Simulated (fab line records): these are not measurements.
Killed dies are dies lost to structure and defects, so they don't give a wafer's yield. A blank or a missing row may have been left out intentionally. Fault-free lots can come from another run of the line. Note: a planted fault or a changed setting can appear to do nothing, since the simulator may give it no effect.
fab line records -- flow nand-harc
record: lots: 15, wafers: 45, last-day: 24
route steps=1159 shown P_GATE@204 P_CONTACT@217
lots that met no fault: taken from a fault-free run of the same line
start-h: start of the lot's first displayed wafer, in hours after the record's first day -- wait-h: hours from the lot's prior step to this one -- " same as the row above -- L1.1+2: a single row standing in for several wafers -- - no value, or no start was given -- * or withheld: withheld -- < > ~ a bound
route shown NAME@n: a module of which the file shows steps, and the number in the route of the first -- usual: mean/standard deviation taken from wafers without a fault -- same: alike in all rows -- chamber/n: place in a boat -- sites: per-site readings -- _std_site: the values' standard deviation -- _edge_site: outer sites' mean less inner sites' -- radius-mm: how far each site lies from the wafer's centre -- mask NAME#n: copy n -- behind: the tool/chamber that last shaped the wafer -- hold: the reason the lot was held/the length of the hold in hours/how it ended -- device: the transistor (n, p or np) that didn't switch -- end of line: tests run on the same wafers once the route is complete -- a step without rows: its recipe alone -- killed: the dies lost at the first sort to structure and to defects; this is not the yield of the wafer -- map: the dies of a wafer, with x for killed, . for not killed, _ for no die there
set.NAME: the setting as run; set.NAME@STEP: as run at that earlier step -- model.NAME: the simulator's own value behind a step, which no gauge read
steps of the route over a sample of lots; a table a step, a row a wafer
services: the hour from which a tool's chamber was out of use, counted from the record's first day as start-h (under 0 if before that day), plus the number of hours and why
== steps ==
step: NHARC_P_GATE_STRIP_113
recipe: power-w: 1500, temp-c: 110, time-s: 740, chemistry: N2/H2
usual: drypump-motor-current-A: 5.8/0.48, heater-power-w: 89/6.5
lot.wafer,tool,chamber,start-h,wait-h,drypump-motor-current-A,heater-power-w,rf-hours-counter-h
L853.1,plasma-asher-02,1,102.17,0.2,6.4,101,28
L853.6,plasma-asher-02,1,102.17,0.2,6.4,101,-
L853.5,plasma-asher-02,0,102.17,0.2,5.2,83,-
L854.2,plasma-asher-01,1,109.59,0.2,6.1,94,1
L854.1,plasma-asher-01,0,109.59,0.2,5.4,85,1
L854.4,plasma-asher-01,1,109.59,0.2,6.1,91,-
L855.2,plasma-asher-01,1,121.75,0.3,6.1,95,4
L855.4,plasma-asher-01,0,121.75,0.3,5.4,82,-
L855.6,plasma-asher-01,0,121.75,0.3,5.4,83,-
L857.2,plasma-asher-02,1,131.84,0.2,6.4,100,39
L857.1,plasma-asher-02,0,131.84,0.2,5.2,85,39
L857.6,plasma-asher-02,1,131.84,0.2,6.5,102,-
L858.2,plasma-asher-01,0,132.44,0.2,5.4,84,8
L858.1,plasma-asher-01,1,132.44,0.2,6.1,94,8
L858.3,plasma-asher-01,0,132.44,0.2,5.4,83,-
L859.2,plasma-asher-02,1,148.59,0.2,6.4,101,44
L859.6,plasma-asher-02,1,148.59,0.2,6.4,100,-
L859.5,plasma-asher-02,0,148.59,0.2,5.2,85,-
L861.1,plasma-asher-01,1,149.10,0.3,6.2,92,13
L861.3,plasma-asher-01,1,149.10,0.3,6.1,92,-
L861.6,plasma-asher-01,1,149.10,0.3,6.1,92,-
L862.4,plasma-asher-01,0,164.67,0.5,5.3,85,-
L862.6,plasma-asher-01,1,164.67,0.5,6.1,94,-
L862.5,plasma-asher-01,0,164.67,0.5,5.4,83,-
L863.1,plasma-asher-02,1,169.66,0.2,6.4,103,51
L863.4,plasma-asher-02,1,169.66,0.2,6.4,102,-
L863.6,plasma-asher-02,0,169.66,0.2,5.2,83,-
L868.3,plasma-asher-01,0,190.43,1.0,5.4,85,-
L868.4,plasma-asher-01,1,190.43,1.0,6.2,92,-
L868.6,plasma-asher-01,0,190.43,1.0,5.4,84,-
L867.4,plasma-asher-01,1,191.20,1.6,6.1,94,-
L867.3,plasma-asher-01,0,191.20,1.6,5.3,83,-
L867.5,plasma-asher-01,1,191.20,1.6,6.1,92,-
L869.1,plasma-asher-02,0,203.08,0.3,5.2,79,3
L869.6,plasma-asher-02,1,203.08,0.3,6.4,93,-
L869.5,plasma-asher-02,0,203.08,0.3,5.2,81,-
L874.1,plasma-asher-01,1,226.95,0.3,6.1,93,43
L874.5,plasma-asher-01,1,226.95,0.3,6.1,95,-
L874.6,plasma-asher-01,0,226.95,0.3,5.4,84,-
L875.3,plasma-asher-01,0,236.92,0.4,5.4,84,-
L875.4,plasma-asher-01,1,236.92,0.4,6.2,93,-
L875.6,plasma-asher-01,0,236.92,0.4,5.3,82,-
L876.3,plasma-asher-02,1,237.25,0.4,6.4,92,-
L876.5,plasma-asher-02,1,237.25,0.4,6.4,94,-
L876.6,plasma-asher-02,0,237.25,0.4,5.2,82,-
step: NHARC_P_GATE_RTA_64
recipe: temp-c: 1050, time-s: 1
usual: lamp-power-pct: 31.1/2.9, wafer_temp_C_max: 1057.4/1.6
lot.wafer,tool,chamber,start-h,wait-h,lamp-power-pct,wafer_temp_C_max
L853.1,rtp-anneal-02,0,103.46,-,34.2,1056.4
L853.5,rtp-anneal-02,0,103.46,-,34.2,1055.4
L853.6,rtp-anneal-02,0,103.46,-,34.3,1059.4
L854.1,rtp-anneal-01,0,110.88,-,28.4,1055.1
L854.2,rtp-anneal-01,0,110.88,-,28.4,1056.6
L854.4,rtp-anneal-01,0,110.88,-,28.5,1054.9
L855.2,rtp-anneal-01,0,122.94,-,28.5,1054.9
L855.4,rtp-anneal-01,0,122.94,-,28.4,1055.4
L855.6,rtp-anneal-01,0,122.94,-,28.4,1056.5
L857.1,rtp-anneal-01,0,133.14,-,28.4,1055.1
L857.2,rtp-anneal-01,0,133.14,-,28.4,1057.1
L857.6,rtp-anneal-01,0,133.14,-,28.4,1057.0
L858.1,rtp-anneal-02,0,133.72,-,34.3,1059.8
L858.2,rtp-anneal-02,0,133.72,-,34.3,1059.5
L858.3,rtp-anneal-02,0,133.72,-,34.3,1062.4
L859.2,rtp-anneal-02,0,149.89,-,34.3,1058.6
L859.5,rtp-anneal-02,0,149.89,-,34.2,1058.9
L859.6,rtp-anneal-02,0,149.89,-,34.2,1058.6
L861.1,rtp-anneal-02,0,150.38,-,34.3,1056.6
L861.3,rtp-anneal-02,0,150.38,-,34.3,1058.5
L861.6,rtp-anneal-02,0,150.38,-,34.3,1058.0
L862.4,rtp-anneal-02,0,165.68,-,34.3,1057.0
L862.5,rtp-anneal-02,0,165.68,-,34.2,1058.0
L862.6,rtp-anneal-02,0,165.68,-,34.3,1057.1
L863.1,rtp-anneal-01,0,170.96,-,28.5,1055.3
L863.4,rtp-anneal-01,0,170.96,-,28.5,1057.1
L863.6,rtp-anneal-01,0,170.96,-,28.4,1056.7
L868.3,rtp-anneal-01,0,191.52,-,28.5,1057.3
L868.4,rtp-anneal-01,0,191.52,-,28.5,1058.4
L868.6,rtp-anneal-01,0,191.52,-,28.5,1055.2
L867.3,rtp-anneal-01,0,192.30,-,28.5,1057.1
L867.4,rtp-anneal-01,0,192.30,-,28.5,1057.6
L867.5,rtp-anneal-01,0,192.30,-,28.4,1057.7
L869.1,rtp-anneal-01,0,204.25,-,28.5,1056.4
L869.5,rtp-anneal-01,0,204.25,-,28.5,1056.1
L869.6,rtp-anneal-01,0,204.25,-,28.5,1057.2
L874.1,rtp-anneal-02,0,228.24,-,34.3,1055.1
L874.5,rtp-anneal-02,0,228.24,-,34.3,1058.7
L874.6,rtp-anneal-02,0,228.24,-,34.3,1058.5
L875.3,rtp-anneal-02,0,238.02,-,34.2,1057.3
L875.4,rtp-anneal-02,0,238.02,-,34.3,1059.0
L875.6,rtp-anneal-02,0,238.02,-,34.3,1058.8
L876.3,rtp-anneal-01,0,238.35,-,28.5,1056.3
L876.5,rtp-anneal-01,0,238.35,-,28.5,1057.5
L876.6,rtp-anneal-01,0,238.35,-,28.5,1057.6
step: NHARC_P_CONTACT_DEP_30
recipe: target-thk-a: 300, temp-c: 400, target-thk-nm: 30, flow-sccm: 200, rf-w: 450, material: SiNx
usual: heater-power-w: 715/110
lot.wafer,tool,chamber,start-h,wait-h,heater-power-w
L853.1,pecvd-04,0,105.38,0.7,730
L853.6,pecvd-04,0,105.38,0.7,732
L853.5,pecvd-04,1,105.38,0.7,737
L854.1,pecvd-04,2,112.20,0.1,545
L854.2,pecvd-04,1,112.20,0.1,740
L854.4,pecvd-04,1,112.20,0.1,728
L855.2,pecvd-02,2,124.40,0.2,754
L855.4,pecvd-02,1,124.40,0.2,623
L855.6,pecvd-02,0,124.40,0.2,695
L857.1,pecvd-02,2,134.53,0.1,734
L857.2,pecvd-02,1,134.53,0.1,771
L857.6,pecvd-02,2,134.53,0.1,726
L858.3,pecvd-04,0,135.05,0.1,722
L858.1,pecvd-04,1,135.05,0.1,729
L858.2,pecvd-04,2,135.05,0.1,504
L859.2,pecvd-03,2,151.39,0.1,866
L859.5,pecvd-03,1,151.39,0.1,785
L859.6,pecvd-03,2,151.39,0.1,853
L861.1,pecvd-03,1,151.80,0.1,727
L861.3,pecvd-03,2,151.80,0.1,826
L861.6,pecvd-03,1,151.80,0.1,728
L862.4,pecvd-04,2,167.04,0.2,491
L862.6,pecvd-04,0,167.04,0.2,726
L862.5,pecvd-04,1,167.04,0.2,674
L863.1,pecvd-03,1,172.75,0.4,782
L863.6,pecvd-03,1,172.75,0.4,763
L863.4,pecvd-03,0,172.75,0.4,583
L868.3,pecvd-04,1,192.79,0.1,712
L868.4,pecvd-04,2,192.79,0.1,567
L868.6,pecvd-04,0,192.79,0.1,698
L867.3,pecvd-02,0,193.87,0.1,660
L867.5,pecvd-02,2,193.87,0.1,765
L867.4,pecvd-02,0,193.87,0.1,667
L869.1,pecvd-02,2,205.92,0.1,773
L869.5,pecvd-02,1,205.92,0.1,742
L869.6,pecvd-02,2,205.92,0.1,795
L874.1,pecvd-02,2,229.64,0.1,815
L874.5,pecvd-02,0,229.64,0.1,677
L874.6,pecvd-02,1,229.64,0.1,734
L875.3,pecvd-04,2,239.45,0.2,587
L875.6,pecvd-04,2,239.45,0.2,559
L875.4,pecvd-04,0,239.45,0.2,746
L876.3,pecvd-02,1,239.74,0.2,705
L876.5,pecvd-02,1,239.74,0.2,705
L876.6,pecvd-02,0,239.74,0.2,733
step: NHARC_P_CONTACT_DEVELOP_11
recipe: develop-time-s: 35, dev-temp-c: 23
usual: chill-plate-temp-C: 23.03/0.09, develop-time-s: 35/0
lot.wafer,tool,chamber,start-h,wait-h,chill-plate-temp-C,develop-time-s
L853.1,litho-track-06,0,106,-,23.03,35
L853.5,litho-track-06,0,106,-,23.12,35
L853.6,litho-track-06,0,106,-,22.95,35
L854.1,litho-track-06,0,113,-,23.02,35
L854.2,litho-track-06,0,113,-,22.95,35
L854.4,litho-track-06,0,113,-,23.01,35
L855.2,litho-track-01,0,125,-,22.93,35
L855.4,litho-track-01,0,125,-,23.05,35
L855.6,litho-track-01,0,125,-,23.05,35
L857.1,litho-track-04,0,136,-,23.11,35
L857.2,litho-track-04,0,136,-,22.98,35
L857.6,litho-track-04,0,136,-,22.94,35
L858.1,litho-track-06,0,136,-,23.00,35
L858.2,litho-track-06,0,136,-,23.03,35
L858.3,litho-track-06,0,136,-,23.04,35
L859.2,litho-track-06,0,152,-,23.02,35
L859.5,litho-track-06,0,152,-,22.95,35
L859.6,litho-track-06,0,152,-,23.14,35
L861.1,litho-track-04,0,153,-,23.08,35
L861.3,litho-track-04,0,153,-,23.10,35
L861.6,litho-track-04,0,153,-,23.07,35
L862.4,litho-track-06,0,168,-,23.19,35
L862.5,litho-track-06,0,168,-,23.07,35
L862.6,litho-track-06,0,168,-,23.08,35
L863.1,litho-track-01,0,174,-,23.08,35
L863.4,litho-track-01,0,174,-,23.08,35
L863.6,litho-track-01,0,174,-,22.89,35
L868.3,litho-track-04,-,194,-,-,-
L868.4,litho-track-04,-,194,-,-,-
L868.6,litho-track-04,-,194,-,-,-
L867.3,litho-track-06,-,195,-,-,-
L867.4,litho-track-06,-,195,-,-,-
L867.5,litho-track-06,-,195,-,-,-
L869.1,litho-track-04,-,207,-,-,-
L869.5,litho-track-04,-,207,-,-,-
L869.6,litho-track-04,-,207,-,-,-
L874.1,litho-track-04,0,231,-,23.10,35
L874.5,litho-track-04,0,231,-,23.11,35
L874.6,litho-track-04,0,231,-,22.90,35
L875.3,litho-track-06,0,240,-,23.22,35
L875.4,litho-track-06,0,240,-,23.11,35
L875.6,litho-track-06,0,240,-,23.33,35
L876.3,litho-track-06,0,241,-,23.08,35
L876.5,litho-track-06,0,241,-,23.04,35
L876.6,litho-track-06,0,241,-,23.02,35
== services ==
tool,chamber,start-h,hours,kind
plasma-asher-02,-,87.25,6.1,repair
litho-track-01,-,93.00,7.0,pm
plasma-asher-01,-,99.00,9.0,pm
plasma-asher-01,0,99.00,9.0,vent-cycle
plasma-asher-01,1,99.00,9.0,vent-cycle
plasma-asher-01,0,108.00,-,clean
plasma-asher-01,1,108.00,-,clean
pecvd-04,0,110.11,19.3,repair
pecvd-03,-,111.00,13.0,pm
litho-track-06,-,117.00,7.0,pm
litho-track-04,-,141.00,7.0,pm
pecvd-02,1,143.85,4.5,repair
pecvd-02,-,153.43,13.0,pm
pecvd-02,0,153.43,13.0,vent-cycle
pecvd-02,1,153.43,13.0,vent-cycle
pecvd-02,2,153.43,13.0,vent-cycle
pecvd-04,-,161.77,0.6,repair
pecvd-02,0,166.43,-,clean
pecvd-02,1,166.43,-,clean
pecvd-02,2,166.43,-,clean
plasma-asher-02,-,183.65,9.0,pm
pecvd-04,-,195.80,13.0,pm
plasma-asher-02,-,232.42,1.0,repair
pecvd-02,2,233.49,16.3,repair
== key ==
first-sign: step: NHARC_P_CONTACT_DEVELOP_11, reading: tool-record, direction: missing
effect none on later readings
met-at NHARC_P_CONTACT_DEVELOP_11
struck-lots L867,L868,L869
later-rows-left-out L867.3,L867.4,L867.5,L868.3,L868.4,L868.6,L869.1,L869.5,L869.6
sort-left-out L867.3,L867.4,L867.5,L868.3,L868.4,L868.6,L869.1,L869.5,L869.6
tester-left-out L867,L868,L869
not-acting-at NHARC_P_GATE_STRIP_113,NHARC_P_GATE_RTA_64,NHARC_P_CONTACT_DEP_30
onset-between 168 194
fault: kind: skipped-step-whole, tool: litho-track-04,litho-track-06, chamber: -, onset-h: 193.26, steps: NHARC_P_CONTACT_DEVELOP_11, scope: struck-lots-only
tester-left-out: of these lots the tester's yield and bins aren't shown, on N5 and GAA mostly nor the transistor test; their killed dies are dies lost to structure and defects alone, not to doping, threshold or leakage, so they don't give the yield
sort-left-out: the simulated sort isn't trusted on such a fault, so these wafers' sort isn't shown, and their yield isn't known
later-rows-left-out: the simulator's readings of these wafers behind a module that went badly wrong aren't trusted and aren't shown, but for the sort
